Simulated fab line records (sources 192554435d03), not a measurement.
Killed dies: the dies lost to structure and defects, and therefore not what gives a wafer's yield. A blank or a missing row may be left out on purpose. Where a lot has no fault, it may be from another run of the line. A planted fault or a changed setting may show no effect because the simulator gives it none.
fab line records -- flow n5Finfet
record: lots: 24, wafers: 72, lastDay: 19
route steps=1938 shown BEOL_M3@1001 BEOL_M4@1043
lots with no fault: from the same line, run without faults
startH: hours from the record's opening day to when the first of the lot's shown wafers began -- waitH: hours from the lot's prior step to this one -- " identical to the entry in the row above -- L1.1+2: a single row standing in for several wafers -- - value missing, or start not given -- * or withheld: withheld -- < > ~ a bound
route shown NAME@n: NAME is a module with steps in the file, n the number in the route of the first one -- usual: mean/standard deviation taken from wafers without a fault -- same: alike in all rows -- chamber/n: place in a boat -- sites: per-site readings -- _std_site: their standard deviation -- _edge_site: the outer-site mean with the inner-site mean subtracted -- radiusMm: how far each site lies from the wafer's centre -- mask NAME#n: copy n -- behind: the tool/chamber that last shaped the wafer -- hold: why the lot went on hold/how many hours it stayed there/how the hold came to an end -- device: the n, p or np transistor that did not switch -- end of line: at the end of the route, the tests of the same wafers -- a step with no rows: only its recipe -- killed: not the wafer's yield, but the dies lost to structure and defects at the first sort -- map: dies across one wafer; x = killed, . = not, _ = none there
set.NAME: the setting as run; set.NAME@STEP: as run at that earlier step -- model.NAME: the simulator's own value behind a step, which no gauge read
a sample of lots followed through the steps of the route, with each step as a table and each wafer as a row
services: from which hour (startH, from the record's first day; less than 0 if before it) a tool's chamber was out of use, for how many hours, and why
== steps ==
step: N5_BEOL_M3_ANNEAL_87
recipe: tempC: 400, timeS: 240, ambient: vacuum
usual: heaterPowerW: 817/86
same: timeS: 240
lot.wafer,tool,chamber,startH,waitH,heaterPowerW
L074.1,pvdSputter-03,-,148.49,0.0,815
L074.3,pvdSputter-03,-,148.49,0.0,727
L074.5,pvdSputter-03,-,148.49,0.0,810
L077.1,pvdSputter-03,-,160.99,0.0,734
L077.4,pvdSputter-03,-,160.99,0.0,780
L077.6,pvdSputter-03,-,160.99,0.0,793
L075.2,pvdSputter-03,-,163.27,0.0,727
L075.4,pvdSputter-03,-,163.27,0.0,801
L075.6,pvdSputter-03,-,163.27,0.0,797
L076.1,pvdSputter-02,-,167.94,0.0,821
L076.4,pvdSputter-02,-,167.94,0.0,759
L076.6,pvdSputter-02,-,167.94,0.0,754
L078.2,pvdSputter-02,-,174.32,0.0,992
L078.4,pvdSputter-02,-,174.32,0.0,696
L078.6,pvdSputter-02,-,174.32,0.0,970
L079.2,pvdSputter-03,-,207.04,0.0,721
L079.3,pvdSputter-03,-,207.04,0.0,808
L079.5,pvdSputter-03,-,207.04,0.0,790
L080.1,pvdSputter-02,-,207.21,0.0,803
L080.3,pvdSputter-02,-,207.21,0.0,718
L080.5,pvdSputter-02,-,207.21,0.0,814
L082.1,pvdSputter-02,-,211.41,0.0,817
L082.4,pvdSputter-02,-,211.41,0.0,749
L082.5,pvdSputter-02,-,211.41,0.0,735
L081.1,pvdSputter-03,-,213.63,0.0,725
L081.2,pvdSputter-03,-,213.63,0.0,775
L081.6,pvdSputter-03,-,213.63,0.0,803
L083.2,pvdSputter-03,-,215.47,0.0,717
L083.4,pvdSputter-03,-,215.47,0.0,788
L083.6,pvdSputter-03,-,215.47,0.0,787
L084.2,pvdSputter-01,-,223.46,0.0,763
L084.5,pvdSputter-01,-,223.46,0.0,951
L084.6,pvdSputter-01,-,223.46,0.0,825
L085.2,pvdSputter-01,-,228.04,0.0,944
L085.5,pvdSputter-01,-,228.04,0.0,933
L085.6,pvdSputter-01,-,228.04,0.0,831
L087.2,pvdSputter-01,-,243.33,0.0,762
L087.3,pvdSputter-01,-,243.33,0.0,945
L087.6,pvdSputter-01,-,243.33,0.0,947
L088.2,pvdSputter-02,-,245.95,0.0,820
L088.3,pvdSputter-02,-,245.95,0.0,716
L088.4,pvdSputter-02,-,245.95,0.0,747
L086.1,pvdSputter-03,-,246.37,0.0,795
L086.3,pvdSputter-03,-,246.37,0.0,729
L086.5,pvdSputter-03,-,246.37,0.0,804
L089.1,pvdSputter-02,-,248.27,0.0,777
L089.4,pvdSputter-02,-,248.27,0.0,735
L089.6,pvdSputter-02,-,248.27,0.0,814
L090.3,pvdSputter-02,-,253.25,0.0,815
L090.4,pvdSputter-02,-,253.25,0.0,723
L090.6,pvdSputter-02,-,253.25,0.0,762
L091.2,pvdSputter-02,-,257.73,0.0,725
L091.5,pvdSputter-02,-,257.73,0.0,807
L091.6,pvdSputter-02,-,257.73,0.0,958
L092.3,pvdSputter-02,-,277.14,0.0,732
L092.5,pvdSputter-02,-,277.14,0.0,985
L092.6,pvdSputter-02,-,277.14,0.0,806
L093.2,pvdSputter-03,-,282.23,0.0,728
L093.3,pvdSputter-03,-,282.23,0.0,789
L093.4,pvdSputter-03,-,282.23,0.0,802
L095.2,pvdSputter-01,-,285.78,0.0,951
L095.5,pvdSputter-01,-,285.78,0.0,819
L095.6,pvdSputter-01,-,285.78,0.0,943
L094.3,pvdSputter-01,-,288.61,0.0,779
L094.5,pvdSputter-01,-,288.61,0.0,798
L094.6,pvdSputter-01,-,288.61,0.0,828
L096.1,pvdSputter-01,-,296.51,0.0,781
L096.2,pvdSputter-01,-,296.51,0.0,828
L096.5,pvdSputter-01,-,296.51,0.0,943
L097.3,pvdSputter-02,-,331.70,0.0,826
L097.4,pvdSputter-02,-,331.70,0.0,766
L097.5,pvdSputter-02,-,331.70,0.0,770
step: N5_BEOL_M3_ANNEAL_95
recipe: tempC: 400, timeS: 240, ambient: vacuum
usual: heaterPowerW: 818/85
same: timeS: 240
lot.wafer,tool,chamber,startH,waitH,heaterPowerW
L074.1,pvdSputter-03,-,149.37,0.0,804
L074.3,pvdSputter-03,-,149.37,0.0,748
L074.5,pvdSputter-03,-,149.37,0.0,788
L077.1,pvdSputter-03,-,161.87,0.0,717
L077.4,pvdSputter-03,-,161.87,0.0,791
L077.6,pvdSputter-03,-,161.87,0.0,810
L075.2,pvdSputter-03,-,164.15,0.0,726
L075.4,pvdSputter-03,-,164.15,0.0,789
L075.6,pvdSputter-03,-,164.15,0.0,769
L076.1,pvdSputter-02,-,168.82,0.0,804
L076.4,pvdSputter-02,-,168.82,0.0,742
L076.6,pvdSputter-02,-,168.82,0.0,754
L078.2,pvdSputter-02,-,175.20,0.0,995
L078.4,pvdSputter-02,-,175.20,0.0,735
L078.6,pvdSputter-02,-,175.20,0.0,977
L079.2,pvdSputter-03,-,207.92,0.0,725
L079.3,pvdSputter-03,-,207.92,0.0,810
L079.5,pvdSputter-03,-,207.92,0.0,801
L080.1,pvdSputter-02,-,208.09,0.0,838
L080.3,pvdSputter-02,-,208.09,0.0,723
L080.5,pvdSputter-02,-,208.09,0.0,837
L082.1,pvdSputter-02,-,212.29,0.0,835
L082.4,pvdSputter-02,-,212.29,0.0,755
L082.5,pvdSputter-02,-,212.29,0.0,722
L081.1,pvdSputter-03,-,214.51,0.0,738
L081.2,pvdSputter-03,-,214.51,0.0,801
L081.6,pvdSputter-03,-,214.51,0.0,792
L083.2,pvdSputter-03,-,216.35,0.0,741
L083.4,pvdSputter-03,-,216.35,0.0,808
L083.6,pvdSputter-03,-,216.35,0.0,804
L084.2,pvdSputter-01,-,224.34,0.0,806
L084.5,pvdSputter-01,-,224.34,0.0,960
L084.6,pvdSputter-01,-,224.34,0.0,806
L085.2,pvdSputter-01,-,228.92,0.0,946
L085.5,pvdSputter-01,-,228.92,0.0,958
L085.6,pvdSputter-01,-,228.92,0.0,832
L087.2,pvdSputter-01,-,244.21,0.0,778
L087.3,pvdSputter-01,-,244.21,0.0,934
L087.6,pvdSputter-01,-,244.21,0.0,949
L088.2,pvdSputter-02,-,246.83,0.0,800
L088.3,pvdSputter-02,-,246.83,0.0,735
L088.4,pvdSputter-02,-,246.83,0.0,778
L086.1,pvdSputter-03,-,247.25,0.0,810
L086.3,pvdSputter-03,-,247.25,0.0,737
L086.5,pvdSputter-03,-,247.25,0.0,806
L089.1,pvdSputter-02,-,249.15,0.0,766
L089.4,pvdSputter-02,-,249.15,0.0,723
L089.6,pvdSputter-02,-,249.15,0.0,849
L090.3,pvdSputter-02,-,254.13,0.0,808
L090.4,pvdSputter-02,-,254.13,0.0,707
L090.6,pvdSputter-02,-,254.13,0.0,754
L091.2,pvdSputter-02,-,258.61,0.0,731
L091.5,pvdSputter-02,-,258.61,0.0,814
L091.6,pvdSputter-02,-,258.61,0.0,968
L092.3,pvdSputter-02,-,278.06,0.0,735
L092.5,pvdSputter-02,-,278.06,0.0,989
L092.6,pvdSputter-02,-,278.06,0.0,832
L093.2,pvdSputter-03,-,283.11,0.0,733
L093.3,pvdSputter-03,-,283.11,0.0,788
L093.4,pvdSputter-03,-,283.11,0.0,783
L095.2,pvdSputter-01,-,286.66,0.0,946
L095.5,pvdSputter-01,-,286.66,0.0,813
L095.6,pvdSputter-01,-,286.66,0.0,932
L094.3,pvdSputter-01,-,289.49,0.0,787
L094.5,pvdSputter-01,-,289.49,0.0,784
L094.6,pvdSputter-01,-,289.49,0.0,814
L096.1,pvdSputter-01,-,297.39,0.0,777
L096.2,pvdSputter-01,-,297.39,0.0,827
L096.5,pvdSputter-01,-,297.39,0.0,928
L097.3,pvdSputter-02,-,332.58,0.0,816
L097.4,pvdSputter-02,-,332.58,0.0,768
L097.5,pvdSputter-02,-,332.58,0.0,765
step: N5_BEOL_M3_CO_CAP_55
recipe: material: Co, targetThkA: 20, tempC: 200, precursor: CCTBA/H2, pressureTorr: 30, timeS: 102.1
usual: heaterPowerW: 232/31
same: timeS: 102.1
lot.wafer,tool,chamber,startH,waitH,heaterPowerW
L074.1,cvdCo-02,2,150.38,0.0,192
L074.3,cvdCo-02,1,150.38,0.0,224
L074.5,cvdCo-02,2,150.38,0.0,197
L077.1,cvdCo-01,1,162.87,0.0,270
L077.4,cvdCo-01,2,162.87,0.0,267
L077.6,cvdCo-01,1,162.87,0.0,257
L075.2,cvdCo-02,2,165.20,0.0,189
L075.4,cvdCo-02,0,165.20,0.0,261
L075.6,cvdCo-02,2,165.20,0.0,194
L076.1,cvdCo-02,2,172.06,0.0,191
L076.4,cvdCo-02,0,172.06,0.0,254
L076.6,cvdCo-02,1,172.06,0.0,223
L078.2,cvdCo-02,0,176.21,0.0,261
L078.4,cvdCo-02,2,176.21,0.0,196
L078.6,cvdCo-02,0,176.21,0.0,259
L079.2,cvdCo-02,0,208.92,0.0,252
L079.3,cvdCo-02,2,208.92,0.0,193
L079.5,cvdCo-02,0,208.92,0.0,268
L080.1,cvdCo-02,2,209.10,0.0,189
L080.3,cvdCo-02,1,209.10,0.0,225
L080.5,cvdCo-02,1,209.10,0.0,224
L082.1,cvdCo-01,0,213.95,0.0,195
L082.4,cvdCo-01,2,213.95,0.0,266
L082.5,cvdCo-01,1,213.95,0.0,267
L081.1,cvdCo-02,2,215.52,0.0,192
L081.2,cvdCo-02,0,215.52,0.0,264
L081.6,cvdCo-02,2,215.52,0.0,197
L083.2,cvdCo-02,1,217.36,0.0,225
L083.4,cvdCo-02,0,217.36,0.0,260
L083.6,cvdCo-02,1,217.36,0.0,221
L084.2,cvdCo-01,0,225.62,0.0,191
L084.5,cvdCo-01,0,225.62,0.0,195
L084.6,cvdCo-01,2,225.62,0.0,272
L085.2,cvdCo-02,1,230.00,0.0,226
L085.5,cvdCo-02,2,230.00,0.0,198
L085.6,cvdCo-02,0,230.00,0.0,262
L087.2,cvdCo-01,0,245.35,0.0,199
L087.3,cvdCo-01,1,245.35,0.0,263
L087.6,cvdCo-01,0,245.35,0.0,200
L088.2,cvdCo-01,0,247.83,0.0,198
L088.3,cvdCo-01,1,247.83,0.0,263
L088.4,cvdCo-01,0,247.83,0.0,199
L086.1,cvdCo-02,1,248.53,0.0,219
L086.3,cvdCo-02,0,248.53,0.0,257
L086.5,cvdCo-02,1,248.53,0.0,217
L089.1,cvdCo-02,1,250.15,0.0,219
L089.4,cvdCo-02,2,250.15,0.0,194
L089.6,cvdCo-02,0,250.15,0.0,256
L090.3,cvdCo-02,1,255.27,0.0,218
L090.4,cvdCo-02,2,255.27,0.0,192
L090.6,cvdCo-02,1,255.27,0.0,219
L091.2,cvdCo-01,0,259.68,0.0,196
L091.5,cvdCo-01,2,259.68,0.0,271
L091.6,cvdCo-01,1,259.68,0.0,269
L092.3,cvdCo-01,0,279.11,0.0,199
L092.5,cvdCo-01,1,279.11,0.0,262
L092.6,cvdCo-01,2,279.11,0.0,262
L093.2,cvdCo-02,2,284.40,0.0,190
L093.3,cvdCo-02,1,284.40,0.0,226
L093.4,cvdCo-02,0,284.40,0.0,256
L095.2,cvdCo-02,2,287.95,0.0,199
L095.5,cvdCo-02,2,287.95,0.0,197
L095.6,cvdCo-02,0,287.95,0.0,251
L094.3,cvdCo-01,0,290.78,0.0,196
L094.5,cvdCo-01,1,290.78,0.0,264
L094.6,cvdCo-01,0,290.78,0.0,204
L096.1,cvdCo-01,2,298.41,0.0,277
L096.2,cvdCo-01,0,298.41,0.0,197
L096.5,cvdCo-01,2,298.41,0.0,271
L097.3,cvdCo-02,2,333.59,0.0,199
L097.4,cvdCo-02,2,333.59,0.0,198
L097.5,cvdCo-02,0,333.59,0.0,258
step: N5_BEOL_M4_STRIP_66
recipe: chemistry: CF4, resist: SiARC, powerW: 300, biasPowerW: 75, pressureMtorr: 50, cf4FlowSccm: 150, rfFrequencyHz: 6e+07
usual: drypumpMotorCurrentA: 5.56/0.3, oesProductAu: 0.76/0.071, rfVppV: 271.2/1.2, showerheadPlenumPTorr: 1.79/0.041, throttleValvePct: 13.73/0.21
lot.wafer,tool,chamber,startH,waitH,drypumpMotorCurrentA,oesProductAu,rfHoursCounterH,rfVppV,showerheadPlenumPTorr,throttleValvePct
L074.1,rieDiel-06,3,153.75,0.0,5.88,0.76,155,270.6,1.74,13.71
L074.3,rieDiel-06,2,153.75,0.0,5.15,0.70,189,272.5,1.84,13.69
L074.5,rieDiel-06,3,153.75,0.0,5.91,0.75,-,269.5,1.74,13.71
L077.1,rieDiel-01,1,165.01,0.0,5.76,0.89,24,270.7,1.83,13.47
L077.4,rieDiel-01,3,165.01,0.0,5.71,0.72,183,271.0,1.78,13.82
L077.6,rieDiel-01,3,165.01,0.0,5.71,0.72,-,272.1,1.78,13.84
L075.2,rieDiel-02,0,168.56,0.0,6.12,0.77,151,270.2,1.72,13.54
L075.4,rieDiel-02,2,168.56,0.0,5.30,0.71,201,270.5,1.72,14.11
L075.6,rieDiel-02,1,168.56,0.0,5.25,0.75,-,271.4,1.81,13.65
L076.1,rieDiel-01,2,173.35,0.0,5.66,0.79,98,272.6,1.81,13.68
L076.4,rieDiel-01,0,173.35,0.0,5.73,0.83,72,272.0,1.80,13.51
L076.6,rieDiel-01,1,173.35,0.0,5.74,0.90,-,271.6,1.83,13.47
L078.2,rieDiel-01,3,178.22,0.0,5.71,0.73,187,270.6,1.78,13.83
L078.4,rieDiel-01,2,178.22,0.0,5.66,0.79,99,271.7,1.81,13.68
L078.6,rieDiel-01,3,178.22,0.0,5.69,0.72,-,272.4,1.78,13.83
L079.2,rieDiel-01,3,211.04,0.0,5.68,0.71,196,271.7,1.78,13.83
L079.3,rieDiel-01,1,211.04,0.0,5.74,0.88,38,272.3,1.83,13.49
L079.5,rieDiel-01,2,211.04,0.0,5.64,0.77,-,270.2,1.81,13.69
L080.1,rieDiel-06,3,211.37,0.0,5.90,0.74,181,270.2,1.73,13.77
L080.3,rieDiel-06,0,211.37,0.0,5.23,0.70,-,273.9,1.85,14.03
L080.5,rieDiel-06,0,211.37,0.0,5.22,0.70,-,271.8,1.85,14.04
L082.1,rieDiel-01,3,216.60,0.0,5.73,0.71,198,270.5,1.78,13.86
L082.4,rieDiel-01,0,216.60,0.0,5.77,0.81,83,272.1,1.80,13.55
L082.5,rieDiel-01,2,216.60,0.0,5.69,0.78,-,270.2,1.81,13.70
L081.1,rieDiel-06,3,217.21,0.0,5.89,0.73,184,269.6,1.73,13.77
L081.2,rieDiel-06,0,217.21,0.0,5.22,0.70,220,272.4,1.85,14.02
L081.6,rieDiel-06,3,217.21,0.0,5.89,0.73,-,269.4,1.73,13.79
L083.2,rieDiel-01,3,220.99,0.0,5.69,0.72,200,270.5,1.78,13.86
L083.4,rieDiel-01,1,220.99,0.0,5.73,0.87,42,271.1,1.83,13.50
L083.6,rieDiel-01,0,220.99,0.0,5.76,0.81,-,271.6,1.79,13.54
L084.2,rieDiel-02,2,227.64,0.0,5.28,0.70,216,269.2,1.72,14.15
L084.5,rieDiel-02,3,227.64,0.0,5.10,0.72,-,272.4,1.84,14.01
L084.6,rieDiel-02,0,227.64,0.0,6.14,0.75,-,270.3,1.72,13.60
L085.2,rieDiel-06,3,231.41,0.0,5.88,0.73,189,267.7,1.73,13.79
L085.5,rieDiel-06,0,231.41,0.0,5.20,0.69,-,272.1,1.85,14.04
L085.6,rieDiel-06,1,231.41,0.0,5.18,0.94,-,271.1,1.76,13.33
L087.2,rieDiel-01,1,248.38,0.0,5.74,0.86,51,269.8,1.82,13.52
L087.3,rieDiel-01,3,248.38,0.0,5.72,0.71,209,270.6,1.77,13.89
L087.6,rieDiel-01,2,248.38,0.0,5.65,0.77,-,271.0,1.80,13.73
L088.2,rieDiel-06,0,249.14,0.0,5.22,0.69,232,271.5,1.85,14.06
L088.3,rieDiel-06,2,249.14,0.0,5.12,0.68,222,272.8,1.83,13.76
L088.4,rieDiel-06,3,249.14,0.0,5.88,0.72,195,269.2,1.72,13.79
L086.1,rieDiel-01,0,251.58,0.0,5.78,0.79,96,270.7,1.79,13.58
L086.3,rieDiel-01,2,251.58,0.0,5.64,0.77,122,270.9,1.80,13.73
L086.5,rieDiel-01,3,251.58,0.0,5.70,0.71,-,271.6,1.77,13.89
L089.1,rieDiel-01,3,251.99,0.0,5.72,0.70,210,271.0,1.77,13.88
L089.4,rieDiel-01,0,251.99,0.0,5.75,0.80,96,271.7,1.79,13.57
L089.6,rieDiel-01,1,251.99,0.0,5.74,0.86,-,273.1,1.82,13.52
L090.3,rieDiel-02,0,258.55,0.0,6.15,0.75,183,268.5,1.72,13.62
L090.4,rieDiel-02,1,258.55,0.0,5.23,0.74,171,271.2,1.80,13.69
L090.6,rieDiel-02,0,258.55,0.0,6.16,0.74,-,268.2,1.72,13.59
L091.2,rieDiel-06,0,264.21,0.0,5.24,0.69,237,271.3,1.85,14.07
L091.5,rieDiel-06,2,264.21,0.0,5.17,0.68,-,272.5,1.83,13.78
L091.6,rieDiel-06,3,264.21,0.0,5.92,0.71,-,269.3,1.72,13.83
L092.3,rieDiel-06,2,281.14,0.0,5.11,0.67,234,270.7,1.83,13.76
L092.5,rieDiel-06,1,281.14,0.0,5.17,0.90,-,271.9,1.76,13.38
L092.6,rieDiel-06,2,281.14,0.0,5.11,0.67,-,271.9,1.83,13.80
L093.2,rieDiel-01,0,287.73,0.0,5.77,0.78,109,270.7,1.79,13.59
L093.3,rieDiel-01,3,287.73,0.0,5.69,0.70,223,271.1,1.77,13.92
L093.4,rieDiel-01,2,287.73,0.0,5.64,0.76,136,270.9,1.80,13.76
L095.2,rieDiel-06,0,292.52,0.0,5.19,0.68,248,273.6,1.84,14.11
L095.5,rieDiel-06,1,292.52,0.0,5.16,0.89,-,271.2,1.76,13.38
L095.6,rieDiel-06,2,292.52,0.0,5.10,0.66,-,273.7,1.83,13.80
L094.3,rieDiel-02,3,293.63,0.0,5.14,0.70,219,271.1,1.84,14.05
L094.5,rieDiel-02,2,293.63,0.0,5.28,0.69,-,270.0,1.71,14.19
L094.6,rieDiel-02,1,293.63,0.0,5.24,0.73,-,272.0,1.80,13.72
L096.1,rieDiel-01,3,300.00,0.0,5.69,0.69,228,271.3,1.77,13.92
L096.2,rieDiel-01,2,300.00,0.0,5.68,0.75,140,271.2,1.80,13.78
L096.5,rieDiel-01,1,300.00,0.0,5.74,0.83,-,271.3,1.82,13.55
L097.3,rieDiel-01,1,335.20,0.0,5.72,0.82,82,273.1,1.81,13.59
L097.4,rieDiel-01,2,335.20,0.0,5.67,0.74,152,271.8,1.79,13.80
L097.5,rieDiel-01,3,335.20,0.0,5.72,0.69,-,269.0,1.77,13.93
step: N5_BEOL_M4_PRE_CLEAN_45
recipe: gas: H2/He, timeS: 30, tempC: 250
usual: heaterPowerW: 333/36
same: timeS: 30
lot.wafer,tool,chamber,startH,waitH,heaterPowerW
L074.1,pvdSputter-02,-,159.68,0.0,299
L074.3,pvdSputter-02,-,159.68,0.0,322
L074.5,pvdSputter-02,-,159.68,0.0,390
L077.1,pvdSputter-03,-,173.46,0.0,319
L077.4,pvdSputter-03,-,173.46,0.0,329
L077.6,pvdSputter-03,-,173.46,0.0,298
L075.2,pvdSputter-01,-,177.36,0.0,376
L075.4,pvdSputter-01,-,177.36,0.0,334
L075.6,pvdSputter-01,-,177.36,0.0,328
L076.1,pvdSputter-01,-,177.44,0.0,312
L076.4,pvdSputter-01,-,177.44,0.0,328
L076.6,pvdSputter-01,-,177.44,0.0,392
L078.2,pvdSputter-02,-,190.13,0.0,303
L078.4,pvdSputter-02,-,190.13,0.0,329
L078.6,pvdSputter-02,-,190.13,0.0,325
L079.2,pvdSputter-02,-,216.32,0.0,304
L079.3,pvdSputter-02,-,216.32,0.0,389
L079.5,pvdSputter-02,-,216.32,0.0,312
L080.1,pvdSputter-03,-,216.81,0.0,319
L080.3,pvdSputter-03,-,216.81,0.0,319
L080.5,pvdSputter-03,-,216.81,0.0,318
L082.1,pvdSputter-01,-,220.42,0.0,377
L082.4,pvdSputter-01,-,220.42,0.0,319
L082.5,pvdSputter-01,-,220.42,0.0,314
L081.1,pvdSputter-03,-,223.65,0.0,318
L081.2,pvdSputter-03,-,223.65,0.0,317
L081.6,pvdSputter-03,-,223.65,0.0,324
L083.2,pvdSputter-02,-,226.85,0.0,321
L083.4,pvdSputter-02,-,226.85,0.0,298
L083.6,pvdSputter-02,-,226.85,0.0,381
L085.2,pvdSputter-01,-,247.99,0.0,328
L085.5,pvdSputter-01,-,247.99,0.0,319
L085.6,pvdSputter-01,-,247.99,0.0,381
L084.2,pvdSputter-01,-,248.07,0.0,382
L084.5,pvdSputter-01,-,248.07,0.0,330
L084.6,pvdSputter-01,-,248.07,0.0,312
L087.2,pvdSputter-02,-,251.51,0.0,329
L087.3,pvdSputter-02,-,251.51,0.0,397
L087.6,pvdSputter-02,-,251.51,0.0,398
L088.2,pvdSputter-03,-,251.83,0.0,316
L088.3,pvdSputter-03,-,251.83,0.0,317
L088.4,pvdSputter-03,-,251.83,0.0,297
L086.1,pvdSputter-02,-,254.67,0.0,382
L086.3,pvdSputter-02,-,254.67,0.0,308
L086.5,pvdSputter-02,-,254.67,0.0,330
L089.1,pvdSputter-01,-,259.10,0.0,383
L089.4,pvdSputter-01,-,259.10,0.0,373
L089.6,pvdSputter-01,-,259.10,0.0,385
L090.3,pvdSputter-02,-,265.29,0.0,328
L090.4,pvdSputter-02,-,265.29,0.0,304
L090.6,pvdSputter-02,-,265.29,0.0,321
L091.2,pvdSputter-01,-,275.69,0.0,316
L091.5,pvdSputter-01,-,275.69,0.0,331
L091.6,pvdSputter-01,-,275.69,0.0,318
L092.3,pvdSputter-01,-,284.34,0.0,328
L092.5,pvdSputter-01,-,284.34,0.0,368
L092.6,pvdSputter-01,-,284.34,0.0,381
L093.2,pvdSputter-01,-,294.65,0.0,388
L093.3,pvdSputter-01,-,294.65,0.0,318
L093.4,pvdSputter-01,-,294.65,0.0,377
L095.2,pvdSputter-02,-,311.37,0.0,307
L095.5,pvdSputter-02,-,311.37,0.0,330
L095.6,pvdSputter-02,-,311.37,0.0,398
L094.3,pvdSputter-02,-,316.92,0.0,325
L094.5,pvdSputter-02,-,316.92,0.0,306
L094.6,pvdSputter-02,-,316.92,0.0,292
L096.1,pvdSputter-01,-,320.13,0.0,382
L096.2,pvdSputter-01,-,320.13,0.0,323
L096.5,pvdSputter-01,-,320.13,0.0,312
L097.3,pvdSputter-03,-,344.49,0.0,299
L097.4,pvdSputter-03,-,344.49,0.0,319
L097.5,pvdSputter-03,-,344.49,0.0,317
step: N5_BEOL_M4_SURFACE_TREAT_85
recipe: gas: Ar, timeS: *, ionEnergyEv: *, ionCurrentMaCm2: 0.5, pressureMtorr: *, arFlowSccm: 30
usual: pressureMtorr: *, throttleValvePct: *
same: timeS: *
lot.wafer,tool,chamber,startH,waitH,pressureMtorr,throttleValvePct
L074.1,pvdSputter-03,-,160.11,0.2,*,*
L074.3,pvdSputter-03,-,160.11,0.2,*,*
L074.5,pvdSputter-03,-,160.11,0.2,*,*
L077.1,pvdSputter-01,-,173.75,0.1,*,*
L077.4,pvdSputter-01,-,173.75,0.1,*,*
L077.6,pvdSputter-01,-,173.75,0.1,*,*
L075.2,pvdSputter-02,-,177.74,0.2,*,*
L075.4,pvdSputter-02,-,177.74,0.2,*,*
L075.6,pvdSputter-02,-,177.74,0.2,*,*
L076.1,pvdSputter-02,-,177.78,0.2,*,*
L076.4,pvdSputter-02,-,177.78,0.2,*,*
L076.6,pvdSputter-02,-,177.78,0.2,*,*
L078.2,pvdSputter-01,-,190.57,0.3,*,*
L078.4,pvdSputter-01,-,190.57,0.3,*,*
L078.6,pvdSputter-01,-,190.57,0.3,*,*
L079.2,pvdSputter-02,-,216.66,0.2,*,*
L079.3,pvdSputter-02,-,216.66,0.2,*,*
L079.5,pvdSputter-02,-,216.66,0.2,*,*
L080.1,pvdSputter-02,-,217.34,0.3,*,*
L080.3,pvdSputter-02,-,217.34,0.3,*,*
L080.5,pvdSputter-02,-,217.34,0.3,*,*
L082.1,pvdSputter-01,-,220.71,0.1,*,*
L082.4,pvdSputter-01,-,220.71,0.1,*,*
L082.5,pvdSputter-01,-,220.71,0.1,*,*
L081.1,pvdSputter-02,-,224.07,0.2,*,*
L081.2,pvdSputter-02,-,224.07,0.2,*,*
L081.6,pvdSputter-02,-,224.07,0.2,*,*
L083.2,pvdSputter-03,-,227.14,0.1,*,*
L083.4,pvdSputter-03,-,227.14,0.1,*,*
L083.6,pvdSputter-03,-,227.14,0.1,*,*
L085.2,pvdSputter-01,-,248.29,0.1,*,*
L085.5,pvdSputter-01,-,248.29,0.1,*,*
L085.6,pvdSputter-01,-,248.29,0.1,*,*
L084.2,pvdSputter-01,-,248.37,0.1,*,*
L084.5,pvdSputter-01,-,248.37,0.1,*,*
L084.6,pvdSputter-01,-,248.37,0.1,*,*
L087.2,pvdSputter-03,-,251.95,0.3,*,*
L087.3,pvdSputter-03,-,251.95,0.3,*,*
L087.6,pvdSputter-03,-,251.95,0.3,*,*
L088.2,pvdSputter-02,-,252.47,0.4,*,*
L088.3,pvdSputter-02,-,252.47,0.4,*,*
L088.4,pvdSputter-02,-,252.47,0.4,*,*
L086.1,pvdSputter-02,-,254.97,0.1,*,*
L086.3,pvdSputter-02,-,254.97,0.1,*,*
L086.5,pvdSputter-02,-,254.97,0.1,*,*
L089.1,pvdSputter-02,-,259.47,0.2,*,*
L089.4,pvdSputter-02,-,259.47,0.2,*,*
L089.6,pvdSputter-02,-,259.47,0.2,*,*
L090.3,pvdSputter-02,-,265.73,0.2,*,*
L090.4,pvdSputter-02,-,265.73,0.2,*,*
L090.6,pvdSputter-02,-,265.73,0.2,*,*
L091.2,pvdSputter-01,-,276.05,0.2,*,*
L091.5,pvdSputter-01,-,276.05,0.2,*,*
L091.6,pvdSputter-01,-,276.05,0.2,*,*
L092.3,pvdSputter-01,-,284.80,0.3,*,*
L092.5,pvdSputter-01,-,284.80,0.3,*,*
L092.6,pvdSputter-01,-,284.80,0.3,*,*
L093.2,pvdSputter-02,-,294.95,0.1,*,*
L093.3,pvdSputter-02,-,294.95,0.1,*,*
L093.4,pvdSputter-02,-,294.95,0.1,*,*
L095.2,pvdSputter-01,-,311.83,0.3,*,*
L095.5,pvdSputter-01,-,311.83,0.3,*,*
L095.6,pvdSputter-01,-,311.83,0.3,*,*
L094.3,pvdSputter-03,-,317.20,0.1,*,*
L094.5,pvdSputter-03,-,317.20,0.1,*,*
L094.6,pvdSputter-03,-,317.20,0.1,*,*
L096.1,pvdSputter-02,-,320.66,0.3,*,*
L096.2,pvdSputter-02,-,320.66,0.3,*,*
L096.5,pvdSputter-02,-,320.66,0.3,*,*
L097.3,pvdSputter-02,-,344.89,0.2,*,*
L097.4,pvdSputter-02,-,344.89,0.2,*,*
L097.5,pvdSputter-02,-,344.89,0.2,*,*
== services ==
tool,chamber,startH,hours,kind
rieDiel-06,1,144.17,-,clean
rieDiel-06,1,144.17,-,consumableReplace:focusRing
rieDiel-06,1,144.17,14.5,scheduledDown
rieDiel-06,1,144.17,14.5,ventCycle
cvdCo-01,-,167.86,6.9,pm
rieDiel-02,2,173.19,5.9,repair
rieDiel-06,1,176.21,35.1,repair
rieDiel-02,-,182.74,0.5,repair
rieDiel-02,2,192.53,6.0,repair
cvdCo-02,-,210.13,0.5,repair
rieDiel-06,2,229.79,1.7,repair
cvdCo-01,1,294.59,7.7,repair
rieDiel-02,2,312.22,9.2,repair
rieDiel-06,0,324.90,17.4,repair
rieDiel-06,3,332.84,3.2,repair
cvdCo-01,1,333.33,-,clean
cvdCo-01,1,333.33,22.0,scheduledDown
cvdCo-01,1,333.33,22.0,ventCycle
rieDiel-02,2,339.33,-,clean
rieDiel-02,2,339.33,-,consumableReplace:focusRing
rieDiel-06,0,342.34,-,clean
rieDiel-06,0,342.34,-,consumableReplace:focusRing
rieDiel-06,0,342.34,26.0,scheduledDown
rieDiel-06,0,342.34,26.0,ventCycle
== key ==
fault none
